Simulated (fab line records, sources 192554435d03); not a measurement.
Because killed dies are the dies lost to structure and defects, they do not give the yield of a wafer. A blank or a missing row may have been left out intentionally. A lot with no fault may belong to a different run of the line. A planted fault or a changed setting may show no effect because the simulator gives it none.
Split-lot study + flow n5 finfet + 39 wafers read from 7 lots, route of 1938 steps

ON THE SPLIT
At N5_BEOL_M6_ETCH_41 (etches SiCN in CH3F/O2, target depth 29.7 nm, time 52 s), the setting time s was moved away from the recipe's 52 s on 12 of the 39 wafers read, by -22.5% to +33.6%. For the rest of the wafers, this setting stayed at what the recipe calls for.

Reading taken at the split's own step.

THE READING
etch.depth nm (the simulator's own value, which no gauge read), in nm, at N5_BEOL_M6_ETCH_41 (etches SiCN in CH3F/O2, target depth 29.7 nm, time 52 s). The file does not state a usual value for it. Average 19.64 nm, standard deviation 0.41 nm, over the 27 wafers here run with the recipe.

| wafer  | tool, chamber at the split | time s as run, s | against the recipe | etch.depth nm, nm | against lot-mates on the recipe |
|--------|----------------------------|------------------|--------------------|-------------------|---------------------------------|
| L079.1 | rie diel-01, 1             | 52               | recipe             | 19.59             | -                               |
| L079.2 | rie diel-01, 3             | 52               | recipe             | 19.64             | -                               |
| L079.3 | rie diel-01, 0             | 52               | recipe             | 20.28             | -                               |
| L079.6 | rie diel-01, 0             | 52               | recipe             | 20.28             | -                               |
| L079.4 | rie diel-01, 2             | 52               | recipe             | 19.29             | -                               |
| L079.5 | rie diel-01, 1             | 52               | recipe             | 19.71             | -                               |
| L083.1 | rie diel-01, 3             | 52               | recipe             | 19.33             | -                               |
| L083.2 | rie diel-01, 1             | 61.05            | +17.4%             | 22.84             | +3.32                           |
| L083.3 | rie diel-01, 2             | 61.05            | +17.4%             | 22.6              | +3.08                           |
| L083.4 | rie diel-01, 0             | 61.05            | +17.4%             | 23.6              | +4.08                           |
| L083.5 | rie diel-01, 0             | 52               | recipe             | 19.89             | -                               |
| L083.6 | rie diel-01, 1             | 52               | recipe             | 19.35             | -                               |
| L085.1 | rie diel-04, 3             | 52               | recipe             | 19.61             | -                               |
| L085.2 | rie diel-04, 2             | 52               | recipe             | 20.08             | -                               |
| L085.3 | rie diel-04, 1             | 41.67            | -19.9%             | 15.4              | -4.35                           |
| L085.4 | rie diel-04, 2             | 41.67            | -19.9%             | 15.97             | -3.78                           |
| L085.5 | rie diel-04, 3             | 52               | recipe             | 19.55             | -                               |
| L085.6 | rie diel-04, 1             | 41.67            | -19.9%             | 15.38             | -4.37                           |
| L089.1 | rie diel-01, 0             | 52               | recipe             | 19.98             | -                               |
| L089.2 | rie diel-01, 3             | 52               | recipe             | 19.51             | -                               |
| L089.3 | rie diel-01, 1             | 40.28            | -22.5%             | 15.21             | -4.38                           |
| L089.4 | rie diel-01, 2             | 40.28            | -22.5%             | 14.79             | -4.80                           |
| L089.5 | rie diel-01, 2             | 52               | recipe             | 19.27             | -                               |
| L089.6 | rie diel-01, 3             | 40.28            | -22.5%             | 15.01             | -4.58                           |
| L095.1 | rie diel-06, 2             | 52               | recipe             | 20.26             | -                               |
| L095.2 | rie diel-06, 0             | 52               | recipe             | 19.26             | -                               |
| L095.3 | rie diel-06, 3             | 52               | recipe             | 19.5              | -                               |
| L095.4 | rie diel-06, 1             | 52               | recipe             | 20.75             | -                               |
| L095.5 | rie diel-06, 0             | 52               | recipe             | 19.24             | -                               |
| L095.6 | rie diel-06, 3             | 52               | recipe             | 19.35             | -                               |
| L094.1 | rie diel-04, 3             | 52               | recipe             | 19.51             | -                               |
| L094.2 | rie diel-04, 0             | 69.49            | +33.6%             | 27                | +7.31                           |
| L094.3 | rie diel-04, 2             | 52               | recipe             | 20.11             | -                               |
| L094.4 | rie diel-04, 2             | 69.49            | +33.6%             | 26.52             | +6.83                           |
| L094.5 | rie diel-04, 3             | 52               | recipe             | 19.46             | -                               |
| L094.6 | rie diel-04, 0             | 69.49            | +33.6%             | 26.96             | +7.27                           |
| L096.1 | rie diel-06, 3             | 52               | recipe             | 19.28             | -                               |
| L096.5 | rie diel-06, 3             | 52               | recipe             | 19.14             | -                               |
| L096.6 | rie diel-06, 0             | 52               | recipe             | 19.15             | -                               |

FIT RESULTS
A straight line over all 39 wafers: etch.depth nm changes by +0.208 nm for each +1% of time s; r = +0.99; the points scatter about the line by 0.4 nm.
The same after taking each lot's own level away (the mean of its wafers on the recipe; 39 wafers): +0.208 nm for each +1%; r = +0.99; scatter 0.36 nm.
On that fit, the largest move of time s shifts the reading by 7 nm.
The lots' own levels span 19.190 to 19.798 nm, that is 1.5 times the standard deviation above.
Consequently the slope shifts little with the lot-to-lot level, the two slopes agreeing.
Check: with one of the wafers moved furthest among these (+33.6%) left out of the fit, the line predicts +6.94 nm for it against its lot-mates. Against them it came out at +7.31 nm.

FURTHER SPLITS ON THESE WAFERS
Other splits were also applied to these wafers ahead of the reading. Each is held against what the fit with the lots' levels taken away leaves over:
| other split on the same wafers           | wafers away from the commonest value | r with etch.depth nm (lot level and that fit taken away) |
|------------------------------------------|--------------------------------------|----------------------------------------------------------|
| N5_BEOL_M2_ILD_DEP_00 target thk a       | 12                                   | +0.09                                                    |
| N5_BEOL_M4_TRENCH_ETCH_37 target depth a | 12                                   | -0.05                                                    |

THE FILE'S OWN FIT
etch.depth nm changes by +0.208 nm for each +1% of time s, r = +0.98.
